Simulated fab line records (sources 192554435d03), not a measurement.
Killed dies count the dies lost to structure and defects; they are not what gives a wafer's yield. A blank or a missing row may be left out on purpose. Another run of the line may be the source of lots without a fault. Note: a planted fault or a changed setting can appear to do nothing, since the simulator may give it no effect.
A struck lot beside a sound one	flow n5_finfet	33 steps out of a route of 1938
Sound: these wafers, L988.1, L988.2, L988.4. Wafers struck: L100.1, L100.3, L100.5. The cause is named last.
Per side, at each step with rows, come the tool, then ch with its chambers, and then its first start. Under that, the readings that differ: sound wafers	struck wafers	difference of the means	sigmas: that difference in standard deviations of wafers without a fault.
alike: same words and numbers on both sides, and readings whose means sit less than 2 such deviations apart. not compared: any withheld reading, any reading some wafer has no value for, any bound like >300 that may hide the same value, and any number with overlapping values for which the record gives no deviation.
Wherever a step has rows on one side only, a row that says differs or no value, or a row with sigmas, the two part there. Non-overlapping numbers with no deviation appear without sigmas and do not part them. A reading that every wafer of one side lacks parts them only if that side has two wafers or more.

first, 9 steps without rows for these wafers: N5_HKMG_FIN_DEVELOP_48 (develop time 30 s); N5_HKMG_FIN_DESCUM_53 (chemistry O2, time 7.9 s); N5_HKMG_FIN_ETCH_54 (etches SiARC in CF4, target depth 45.5 nm, time 75.8 s); N5_HKMG_FIN_ETCH_55 (etches SOC in N2/H2, target depth 240 nm, time 300 s); N5_HKMG_FIN_STRIP_56 (strips in N2/H2); N5_HKMG_FIN_STRIP_57 (strips in CF4); N5_HKMG_FIN_ETCH_58 (etches SOC in N2/H2, target depth 215.8 nm, time 741 s); N5_HKMG_FIN_STRIP_93 (strips SOC in N2/H2, time 20 s); N5_HKMG_FIN_WET_ETCH_76 (etches Al2O3 in dNH4OH, stops on La2O3, target depth 2.25 nm, rinse time 30 s).
N5_HKMG_FIN_STRIP_60: strips in N2/H2, time 360 s.
  sound on plasma_asher-01 ch 0,1, day 6 06:34; struck on plasma_asher-02 ch 0,1, day 9 07:24
  alike: drypump_motor_current_A, h2_flow_sccm, heater_power_w
  not compared: rf_hours_counter_h
then, 19 steps without rows for these wafers: N5_HKMG_FIN_WET_ETCH_77 (etches La2O3 in dHCl, stops on HfO2, target depth 2 nm); N5_HKMG_FIN_WET_ETCH_78 (etches Al2O3 in dNH4OH, stops on La2O3, target depth 4.5 nm, rinse time 30 s); N5_HKMG_FIN_ALD_79 (deposits TiN, target thk 1.5 nm, pulse time 1 s, purge time 3 s); N5_HKMG_FIN_CVD_62 (deposits a-Si from Si2H6, target thk 3 nm, time 20.8 s); N5_HKMG_FIN_RTA_80 (time 2 s); N5_HKMG_FIN_PRECLEAN_64 (cleans in dHF, time 30 s); N5_HKMG_FIN_WET_ETCH_65 (etches a-Si in TMAH, stops on TiN, time 49 s, target depth 3 nm); N5_HKMG_FIN_WET_ETCH_81 (etches TiN in SC1, stops on HfO2, time 57 s, target depth 6 nm); N5_HKMG_FIN_WET_ETCH_82 (etches La2O3 in dHCl, stops on HfO2, target depth 2 nm, rinse time 30 s); N5_HKMG_FIN_ALD_36 (deposits TiN, target thk 1 nm, pulse time 1 s, purge time 3 s); N5_HKMG_FIN_PWFM_ALD_03 (deposits TiN, target thk 2 nm, pulse time 1 s, purge time 3 s); N5_HKMG_FIN_COAT_29 (time 60 s, resist thk 300 nm); N5_HKMG_FIN_COAT_30 (time 60 s, resist thk 35 nm); N5_HKMG_FIN_COAT_06 (resist thk 90 nm); N5_HKMG_FIN_EBR_08; N5_HKMG_FIN_SOFTBAKE_07 (time 60 s); N5_HKMG_FIN_EXPOSE_09 (exposes mask NWFM); N5_HKMG_FIN_PEB_10 (peb time 60 s); N5_HKMG_FIN_DEVELOP_11 (develop time 30 s).
N5_HKMG_FIN_INSPECT_14: inspects for defects (macro).
  sound on defect_inspect-02, day 6 09:04; struck on defect_inspect-02, day 9 09:46
reading	sound	struck	difference	sigmas
raw_defect_count	3 1 3	>300 >300 >300	differs	
then, 1 step without rows for these wafers: N5_HKMG_FIN_DESCUM_17 (chemistry O2, time 7.9 s).
-- record jumps: 4 days separate the struck wafers' starts on either side; left off in module HKMG_FIN, taken up again in module BEOL_M4, whose first shown step is the route's number 1111 --
N5_BEOL_M4_RC_MEAS_101:
  sound on prober-02 ch 0, day 10 06:02; struck on prober-02 ch 0, day 13 12:50
  alike: DIBL_N, DIBL_P, IOFF_N, IOFF_P, ION_N, ION_P, SS_N, SS_P, VT_N, VT_P
-- here the record skips 4 days between the struck wafers' starts before and after, leaving off in module BEOL_M4 and picking up in module PASSIVATION (first step shown: number 1936 of the route) --
N5_PASSIVATION_PROBE_49:
  only the struck wafers here have rows in the record (prober-02, day 17 22:08); the sound ones have none

## WHERE THEY PART
At N5_HKMG_FIN_INSPECT_14 first; at N5_PASSIVATION_PROBE_49 last (within this record only).

WHY: what the simulator had put in
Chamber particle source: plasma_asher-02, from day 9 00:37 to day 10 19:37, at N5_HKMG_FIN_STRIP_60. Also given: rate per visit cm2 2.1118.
